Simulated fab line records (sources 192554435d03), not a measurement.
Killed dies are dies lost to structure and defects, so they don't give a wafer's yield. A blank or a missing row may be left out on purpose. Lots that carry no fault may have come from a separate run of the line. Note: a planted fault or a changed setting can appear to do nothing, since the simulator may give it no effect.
Comparing a struck lot with a sound one + flow n5 finfet + 20 out of 1938 route steps
Sound: wafers L854.2, L854.5, L854.6. The struck wafers were L871.1, L871.2, L871.3. Last of all comes the cause.
For every step that has rows: the tool of each side, followed by ch and its chambers, followed by its first start. Under that, the readings that differ: sound wafers + struck wafers + difference of the means + sigmas: that difference in standard deviations of wafers without a fault.
alike: readings with means less than 2 such deviations apart, plus words and numbers identical on both sides. not compared: withheld readings, readings lacking a value on some wafer, bounds such as >300 that could conceal the same value, and numbers that have no deviation in the record and whose values overlap.
The two part at a step that has a row with sigmas, a row that says differs or no value, or rows on one side only. When numbers do not overlap yet have no deviation, they are printed without sigmas and do not part them. Lack of a reading on every wafer of one side parts them only where that side has two or more wafers.

first, 8 steps without rows for these wafers: N5_BEOL_M8_COAT_59 (time 60 s, resist thk 100 nm); N5_BEOL_M8_COAT_60 (time 60 s, resist thk 35 nm); N5_BEOL_M8_COAT_05 (resist thk 90 nm); N5_BEOL_M8_EBR_07; N5_BEOL_M8_SOFTBAKE_06 (time 60 s); N5_BEOL_M8_EXPOSE_08 (exposes mask M8); N5_BEOL_M8_PEB_09 (peb time 60 s); N5_BEOL_M8_DEVELOP_10 (develop time 30 s).
N5_BEOL_M8_CD_MEAS_11: the cd target is 38.5 nm.
  sound on cd sem-02 ch 0, day 9 18:10; struck on cd sem-03 ch 0, day 14 04:35
  alike: cd nm
N5_BEOL_M8_OVL_MEAS_12:
  sound on overlay-01 ch 0, day 9 18:11; struck on overlay-01 ch 0, day 14 04:37
  alike: M8_OVL
N5_BEOL_M8_INSPECT_13: inspects for defects (brightfield).
  struck on defect inspect-02, day 14 04:38; sound on defect inspect-01, day 9 18:13
  alike: raw defect count
N5_BEOL_M8_DESCUM_16: chemistry O2, time 7.9 s.
  sound on rie diel-06 ch 1,2,3, day 9 18:15; struck on rie diel-04 ch 0,1,3, day 14 04:40
  alike: chamber pressure mTorr, drypump motor current A, oes product au, rf vpp V, showerhead plenum p Torr, throttle valve pct
  not compared: rf hours counter h
N5_BEOL_M8_ETCH_61: etches SiARC in CF4, target depth 45.5 nm, time 75.8 s.
  sound on rie diel-06 ch 1,2,3, day 9 18:17; struck on rie diel-04 ch 0,1,3, day 14 04:42
  no value came back on the struck wafers for any of 9 readings (bias w (W), cf4 flow sccm (sccm) and others); on the sound wafers bias w (W) reads 35.93 35.97 36.01
| reading                                      | sound        | struck         | difference | sigmas |
|----------------------------------------------|--------------|----------------|------------|--------|
| model.CAR-ArF_of_BEOL_M8_COAT_05.thk nm (nm) | 51 50.8 50.8 | 83.6 83.4 83.8 | +32.7      |        |
  not compared: rf hours counter h
N5_BEOL_M8_ETCH_62: etches SOC in N2/H2, target depth 110 nm, overetch 22 nm, time 165 s.
  sound on rie diel-06 ch 1,2,3, day 9 18:20; struck on rie diel-04 ch 0,1,3, day 14 04:46
| reading               | sound          | struck         | difference | sigmas |
|-----------------------|----------------|----------------|------------|--------|
| oes product au (a.u.) | 0.61 0.75 0.75 | 0.26 0.30 0.27 | -0.43      | -6     |
  alike: bias w, chamber pressure mTorr, drypump motor current A, h2 flow sccm, rf vpp V, showerhead plenum p Torr, throttle valve pct
  not compared: rf hours counter h
then, 1 step without rows for these wafers: N5_BEOL_M8_STRIP_68 (strips in N2/H2).
N5_BEOL_M8_STRIP_67: strips in CF4.
  sound on rie diel-06 ch 1,2,3, day 9 18:29; struck on rie diel-04 ch 0,1,3, day 14 04:54
  alike: chamber pressure mTorr, drypump motor current A, oes product au, rf vpp V, showerhead plenum p Torr, throttle valve pct
  not compared: rf hours counter h
N5_BEOL_M8_HM_OPEN_17: chemistry Cl2/BCl3, target TiN, target depth 20 nm, overetch 6 nm.
  sound on rie metal-02 ch 0,1, day 9 18:32; struck on rie metal-02 ch 0,1, day 14 04:56
| reading                | sound             | struck            | difference | sigmas |
|------------------------|-------------------|-------------------|------------|--------|
| oes product au (a.u.)  | 0.76 0.65 0.77    | 0.28 0.31 0.31    | -0.43      | -9     |
| throttle valve pct (%) | 22.15 21.82 22.13 | 22.51 22.83 22.82 | +0.69      | +5     |
  alike: bcl3 flow sccm, chamber pressure mTorr, drypump motor current A
  not compared: rf hours counter h
N5_BEOL_M8_STRIP_19: strips in O2.
  sound on rie diel-04 ch 2,3, day 9 18:41; struck on rie diel-04 ch 0,1,3, day 14 05:04
  alike: chamber pressure mTorr, drypump motor current A, oes product au, rf vpp V, showerhead plenum p Torr, throttle valve pct
  not compared: rf hours counter h
N5_BEOL_M8_CD_MEAS_18: pitch 80 nm, target cd 40 nm.
  struck on cd sem-03, day 14 05:08; sound on cd sem-01, day 9 18:45
| reading    | sound          | struck | difference                    | sigmas |
|------------|----------------|--------|-------------------------------|--------|
| cd nm (nm) | 39.7 40.1 40.5 | - - -  | no value on the struck wafers |        |
then, 1 step without rows for these wafers: N5_BEOL_M8_COAT_63 (time 60 s, resist thk 60 nm).

WHERE THEY PART
At N5_BEOL_M8_ETCH_61 first; at N5_BEOL_M8_CD_MEAS_18 last (within this record only).

WHY: what had been put in by the simulator
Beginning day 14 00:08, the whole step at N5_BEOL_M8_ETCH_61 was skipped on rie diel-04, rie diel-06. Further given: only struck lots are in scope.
